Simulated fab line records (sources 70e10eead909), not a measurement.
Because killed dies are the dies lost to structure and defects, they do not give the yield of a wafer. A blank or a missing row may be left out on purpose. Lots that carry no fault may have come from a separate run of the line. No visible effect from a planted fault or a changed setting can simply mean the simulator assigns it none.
Matching of chambers ; flow nand harc ; rie diel-01 running NHARC_A_CHANNEL_FILL_D1_STRIP_28: 4 sister chambers
The step strips in O2, time 20 s. 16 wafers are shown with their chamber, then 8 later ones without.

## WAFERS PAIRED WITH THEIR CHAMBERS
wafer;chamber;drypump motor current A (A);oes product au (a.u.);throttle valve pct (%)
L076.1;2;5.3;0.990;17.036
L076.2;0;5.2;1.017;17.013
L076.4;3;5.3;0.995;17.038
L080.1;3;5.3;1.001;17.041
L080.2;0;5.2;1.022;17.024
L080.4;2;5.3;0.984;17.044
L081.3;1;6.3;0.982;17.041
L081.4;0;5.1;1.007;17.020
L081.6;1;6.3;0.993;17.044
L085.4;2;5.2;0.999;17.027
L085.5;3;5.3;1.009;17.027
L085.6;0;5.1;1.014;17.033
L087.3;0;5.1;1.016;17.023
L087.4;1;6.4;0.994;17.027
L087.5;1;6.3;0.999;17.038
L090.3;3;5.3;1.012;17.037

SIGNATURES, as means of the wafers listed above
reading;chamber 0;chamber 1;chamber 2;chamber 3;scatter within a chamber
drypump motor current A;5.140;6.325;5.267;5.300;0.0467
oes product au;1.01520;0.99200;0.99100;1.00425;0.00687
throttle valve pct;17.02260;17.03750;17.03567;17.03575;0.00724
Rule: a wafer lies at a distance from a chamber equal to the root of the sum of squares, over the readings, of (its reading less the chamber's mean, divided by the reading's scatter). If the next closest chamber is less than 2 further off than the closest, the wafer can't be placed; otherwise it belongs to the closest. How the scatter is found: for the shown wafers, subtract from each reading the mean of its chamber, square and add these, divide the total by (wafers less chambers), then take the root.

## WAFERS WITHOUT THEIR CHAMBER
wafer;drypump motor current A (A);oes product au (a.u.);throttle valve pct (%)
L090.4;5.3;0.982;17.039
L090.5;5.3;1.008;17.048
L094.3;5.2;1.006;17.026
L094.4;5.2;0.991;17.052
L094.5;5.2;0.998;17.034
L097.2;5.3;0.995;17.029
L097.3;5.1;1.006;17.029
L097.6;5.2;1.007;17.034

## WHICH CHAMBER EACH ONE RAN IN
wafer;from the rows above;in truth
L090.4;can't be placed: 2 or 3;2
L090.5;can't be placed: 3 or 2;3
L094.3;can't be placed: 0 or 3 or 2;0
L094.4;can't be placed: 2 or 3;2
L094.5;can't be placed: 2 or 3 or 0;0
L097.2;can't be placed: 2 or 3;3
L097.3;0;0
L097.6;can't be placed: 3 or 0 or 2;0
Correct placement for 1 of the 8. Can't be placed from these rows: 7 (the true chamber is among the candidates in 7). Wrongly placed: 0.
